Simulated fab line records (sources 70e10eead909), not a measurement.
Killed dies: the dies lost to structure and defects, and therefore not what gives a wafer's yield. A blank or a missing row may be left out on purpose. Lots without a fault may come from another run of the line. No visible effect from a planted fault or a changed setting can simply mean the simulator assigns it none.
One fault through the eyes of 3 desks || flow nand harc || every desk sees just its own numbers, and what lay behind them comes last

FOR THE TOOL OWNER'S DESK: ald hk-04
The tool's own readings at NHARC_A_CHANNEL_FILL_D1_ALD_02 (deposits SiO2, target thk 6 nm, pulse time 10 s, ald cycles 60): means of the sampled wafers that have a number, for each lot that ran on this tool. If a lot's mean is further than 4 standard deviations from the usual mean, the lot is out of limits and carries the mark OUT (the distance appears in the brackets).
Columns: A = heater power w at NHARC_A_CHANNEL_FILL_D1_ALD_02, usual 450 W; B = precursor pulse height rel at NHARC_A_CHANNEL_FILL_D1_ALD_02, usual 1.001
{"lot": "L410", "first seen here": "day 11 11:37", "A": 489, "B": 1.011}
{"lot": "L420", "first seen here": "day 15 13:26", "A": 498, "B": 0.976}
{"lot": "L422", "first seen here": "day 16 12:01", "A": 503, "B": 1.017}
Result from this desk: across the 3 lots, nothing is out of limits.

THE DEFECT DESK
Counts from the inspections along the route, per lot, as means over the sampled wafers that have a number. If a lot's mean is further than 4 standard deviations from the usual mean, the lot is out of limits and carries the mark OUT (the distance appears in the brackets).
Columns: A = raw defect count at NHARC_A_CHANNEL_HOLE_D1_INSPECT_40, usual 80; B = raw defect count at NHARC_A_CHANNEL_FILL_D1_INSPECT_13, usual 315
{"lot": "L408", "first seen here": "day 10 10:27", "A": 57, "B": 303}
{"lot": "L410", "first seen here": "day 11 11:25", "A": 117, "B": 538}
{"lot": "L420", "first seen here": "day 15 13:14", "A": 44, "B": 167}
{"lot": "L422", "first seen here": "day 16 11:27", "A": 154, "B": 273}
{"lot": "L424", "first seen here": "day 17 16:16", "A": 64, "B": 235}
{"lot": "L426", "first seen here": "day 18 01:59", "A": 83, "B": 237}
Result from this desk: across the 6 lots, nothing is out of limits.

FROM THE METROLOGY DESK
What the gauges read for every lot (on any tool): the sampled wafers with a number, averaged. If a lot's mean is further than 4 standard deviations from the usual mean, the lot is out of limits and carries the mark OUT (the distance appears in the brackets).
Columns: A = cd nm at NHARC_A_CHANNEL_HOLE_D1_CD_MEAS_30, usual 90.0 nm
{"lot": "L408", "first seen here": "day 10 10:16", "A": 89.4}
{"lot": "L410", "first seen here": "day 11 11:13", "A": 89.7}
{"lot": "L420", "first seen here": "day 15 13:03", "A": 87.8}
{"lot": "L422", "first seen here": "day 16 11:16", "A": 89.3}
{"lot": "L424", "first seen here": "day 17 16:05", "A": 90.9}
{"lot": "L426", "first seen here": "day 18 01:47", "A": 89.1}
Result from this desk: across the 6 lots, nothing is out of limits.

TAKEN TOGETHER
The tool owner's desk saw nothing out of limits.
Nothing out of limits was seen by the defect desk.
Metrology desk: nothing out of limits seen.

WHAT THE SIMULATOR HAD PUT IN
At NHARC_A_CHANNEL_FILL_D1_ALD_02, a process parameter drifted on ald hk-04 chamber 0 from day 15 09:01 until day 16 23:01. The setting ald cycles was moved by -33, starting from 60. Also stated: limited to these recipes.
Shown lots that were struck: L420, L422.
